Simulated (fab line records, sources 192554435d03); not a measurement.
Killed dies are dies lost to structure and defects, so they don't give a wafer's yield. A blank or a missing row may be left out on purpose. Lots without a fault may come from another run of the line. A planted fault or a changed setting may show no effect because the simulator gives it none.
Split-lot experiment | flow n5_finfet | 7 lots, 39 wafers read, on a route of 1938 steps

THE SPLIT
At N5_PASSIVATION_ETCH_54 (etches SiO2 in CHF3/O2, target depth 880 nm, time 440 s), the setting target_depth_a was moved away from the recipe's 8800 angstrom on 12 of the 39 wafers read, by -37.8% to +41.8%. The other wafers ran this setting at the recipe's value.

The reading is taken at the split's own step.

THE READING
PASSIVATION.feature_depth_nm (the simulator's own value, which no gauge read), in nm, at N5_PASSIVATION_ETCH_54 (etches SiO2 in CHF3/O2, target depth 880 nm, time 440 s). The file gives no usual value for it. The 27 wafers here that ran the recipe average 877.4 nm, standard deviation 22 nm.

wafer  | tool, chamber at the split | target_depth_a as run, angstrom | against the recipe | PASSIVATION.feature_depth_nm, nm | against lot-mates on the recipe
L074.2 | rie_diel-06, 2             | 8800                            | recipe             | 846.6                            | -
L074.4 | rie_diel-06, 3             | 8800                            | recipe             | 860.8                            | -
L074.6 | rie_diel-06, 3             | 8800                            | recipe             | 857.4                            | -
L076.1 | rie_diel-05, 2             | 8800                            | recipe             | 853                              | -
L076.2 | rie_diel-05, 3             | 8800                            | recipe             | 864.2                            | -
L076.3 | rie_diel-05, 0             | 8800                            | recipe             | 890                              | -
L076.4 | rie_diel-05, 1             | 8800                            | recipe             | 850.2                            | -
L076.5 | rie_diel-05, 3             | 8800                            | recipe             | 862.6                            | -
L076.6 | rie_diel-05, 2             | 8800                            | recipe             | 843.6                            | -
L086.1 | rie_diel-02, 2             | 12480                           | +41.8%             | 1226                             | +329.1
L086.2 | rie_diel-02, 1             | 8800                            | recipe             | 884.6                            | -
L086.3 | rie_diel-02, 0             | 8800                            | recipe             | 882                              | -
L086.4 | rie_diel-02, 3             | 8800                            | recipe             | 924.2                            | -
L086.5 | rie_diel-02, 0             | 12480                           | +41.8%             | 1263                             | +366.1
L086.6 | rie_diel-02, 3             | 12480                           | +41.8%             | 1314                             | +417.1
L090.1 | rie_diel-06, 2             | 8800                            | recipe             | 867.6                            | -
L090.2 | rie_diel-06, 0             | 5784                            | -34.3%             | 577.4                            | -295.8
L090.3 | rie_diel-06, 3             | 8800                            | recipe             | 877.8                            | -
L090.4 | rie_diel-06, 1             | 5784                            | -34.3%             | 597                              | -276.2
L090.5 | rie_diel-06, 3             | 5784                            | -34.3%             | 583.6                            | -289.6
L090.6 | rie_diel-06, 2             | 8800                            | recipe             | 874.2                            | -
L096.1 | rie_diel-05, 3             | 8800                            | recipe             | 877                              | -
L096.2 | rie_diel-05, 0             | 8800                            | recipe             | 911.4                            | -
L096.3 | rie_diel-05, 1             | 8800                            | recipe             | 858.8                            | -
L096.4 | rie_diel-05, 2             | 8800                            | recipe             | 904.6                            | -
L096.5 | rie_diel-05, 0             | 8800                            | recipe             | 907.2                            | -
L096.6 | rie_diel-05, 3             | 8800                            | recipe             | 864.8                            | -
L093.1 | rie_diel-05, 3             | 12370                           | +40.6%             | 1219                             | +324.5
L093.2 | rie_diel-05, 1             | 12370                           | +40.6%             | 1207                             | +312.5
L093.3 | rie_diel-05, 2             | 8800                            | recipe             | 905.6                            | -
L093.4 | rie_diel-05, 0             | 8800                            | recipe             | 913.4                            | -
L093.5 | rie_diel-05, 0             | 12370                           | +40.6%             | 1281                             | +386.5
L093.6 | rie_diel-05, 3             | 8800                            | recipe             | 864.6                            | -
L092.1 | rie_diel-06, 1             | 5474                            | -37.8%             | 565.6                            | -315.3
L092.2 | rie_diel-06, 2             | 8800                            | recipe             | 878.8                            | -
L092.3 | rie_diel-06, 0             | 8800                            | recipe             | 889.4                            | -
L092.4 | rie_diel-06, 3             | 5474                            | -37.8%             | 561.6                            | -319.3
L092.5 | rie_diel-06, 1             | 5474                            | -37.8%             | 563.4                            | -317.5
L092.6 | rie_diel-06, 2             | 8800                            | recipe             | 874.4                            | -

THE FIT
A straight line over all 39 wafers: PASSIVATION.feature_depth_nm changes by +8.78 nm for each +1% of target_depth_a; r = +0.99; the points scatter about the line by 25 nm.
The same after taking each lot's own level away (the mean of its wafers on the recipe; 39 wafers): +8.53 nm for each +1%; r = +0.99; scatter 20 nm.
On that fit, the largest move of target_depth_a shifts the reading by 3.6e+02 nm.
The lots' own levels span 854.93 to 896.93 nm, that is 1.9 times the standard deviation above.
So the lot-to-lot level changes the slope little: the two slopes agree.
Check: with one of the wafers moved furthest among these (+41.8%) left out of the fit, the line predicts +362 nm for it against its lot-mates. It came out at +329 nm against them.

OTHER SPLITS ON THESE WAFERS
These wafers also went through other splits before the reading. Each is held against what the fit with the lots' levels taken away leaves over:
other split on the same wafers        | wafers away from the commonest value | r with PASSIVATION.feature_depth_nm (lot level and that fit taken away)
N5_BEOL_M4_VIA_ETCH_34 target_depth_a | 15                                   | -0.03
N5_BEOL_M9_ETCH_62 time_s             | 12                                   | +0.08
N5_BEOL_M10_ILD_DEP_00 time_s         | 12                                   | +0.15
N5_BEOL_M12_ETCH_68 time_s            | 15                                   | +0.07
N5_BEOL_M15_DEP_53 target_thk_a       | 15                                   | -0.01

THE WHOLE CHAIN: every reading that the file lists as answering this split, in the file's order
step                   | what it does                                            | reading                                                                       | change (the file's fit)              | r (the file's)
N5_PASSIVATION_ETCH_54 | etches SiO2 in CHF3/O2, target depth 880 nm, time 440 s | etch.depth_nm (the simulator's own value, which no gauge read)                | +8.53 nm for each +1% of the setting | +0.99
N5_PASSIVATION_ETCH_54 | etches SiO2 in CHF3/O2, target depth 880 nm, time 440 s | PASSIVATION.feature_depth_nm (the simulator's own value, which no gauge read) | +8.53 nm for each +1% of the setting | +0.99

THE FILE'S OWN FIT
PASSIVATION.feature_depth_nm changes by +8.53 nm for each +1% of target_depth_a, r = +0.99.
